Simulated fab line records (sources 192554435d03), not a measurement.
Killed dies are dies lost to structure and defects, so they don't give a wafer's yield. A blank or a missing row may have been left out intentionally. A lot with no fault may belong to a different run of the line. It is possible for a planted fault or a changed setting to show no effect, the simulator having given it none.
Code-filled problem report in 8D (eight disciplines) form | flow n5-finfet | the parts of the form that need people (team, actions taken, sign-off) are left out

1. THE ISSUE
At N5_BEOL_M14_ETCH_59, run-length-s averages 100.8 s over 2 wafers from 2 lots, while fault-free wafers read 91.4 s, standard deviation 0.38. Relative to the usual mean, that is a shift of +25 standard deviations.
The step: etches BARC in N2/H2, target depth 89 nm, overetch 26.7 nm, time 67.9 s.
Seen first at day 17 05:31 on rie-diel-05, wafer L415.5. Wafers with a number at this step in the record: 33, from 11 lots. Rule for "out", or "out of limits": more than 4 standard deviations from the usual mean. Any other wafer with a number is counted as sound.

2. WHAT THIS IS AND IS NOT
question                    | is                | is not
which readings at this step | run-length-s      | bias-w, drypump-motor-current-A, h2-flow-sccm, oes-product-au, rf-vpp-V, showerhead-plenum-p-Torr, throttle-valve-pct
which lots                  | L415, L416        | L395, L396, L398, L399, L400, L403, L407, L412, L413
which wafers of those lots  | L415.5, L416.5    | L415.2, L415.6, L416.2, L416.6
read on which tools         | rie-diel-05       | rie-diel-02, rie-diel-03
when                        | from day 17 05:31 | up to then (29 sound wafers); but 2 sound wafers of L416 came after

3. SUSPECTS, AND WHAT RULES EACH OUT
Counting: if a tool at a process step up to the reading ran every lot that is out, it stays a suspect. Sound lots after the first of them don't rule it out here, since some wafers of a struck lot are sound.
- rie-diel-05 at N5_BEOL_M14_ETCH_59 (etches BARC in N2/H2, target depth 89 nm, overetch 26.7 nm, time 67.9 s): kept. It ran every lot that is out, first L415 (day 17 05:31); its last sound lot up to then is L407 (day 15 01:33). Its own run-length-s readings are out on those wafers.
Left after counting: rie-diel-05 at N5_BEOL_M14_ETCH_59.

4. THE CAUSE (what the simulator had put in)
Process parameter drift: rie-diel-05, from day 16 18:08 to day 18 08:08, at N5_BEOL_M14_ETCH_59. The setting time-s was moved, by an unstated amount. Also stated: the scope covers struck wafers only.
After counting, this tool was the only one left.

5. THE EFFECT CHAIN, in route order
Each row: a reading where the mean over the struck wafers with a number is more than 3 standard deviations away from the usual. Only readings for which the record gives a usual standard deviation are gone through. hours: the time from each lot's start at the first step in this table that gives one to its start at this step, as a median over the lots. sigmas: the change in usual standard deviations.
hours | step                | reading      | usual  | on struck wafers | change | sigmas
0     | N5_BEOL_M14_ETCH_59 | run-length-s | 91.4 s | 100.8            | +9.4   | +25
Here are the process steps it includes:
- N5_BEOL_M14_ETCH_59: etches BARC in N2/H2, target depth 89 nm, overetch 26.7 nm, time 67.9 s.
Later steps that measure or inspect, where all struck wafers having a row at the step show a number for every such reading and not one has moved that far: N5_BEOL_M14_CD_MEAS_17, N5_BEOL_M14_CD_MEAS_28.

6. HOW IT WOULD HAVE BEEN CAUGHT EARLIER
In this record no reading fell out of limits until day 17 05:31, 11 hours after the fault had begun at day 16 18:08.
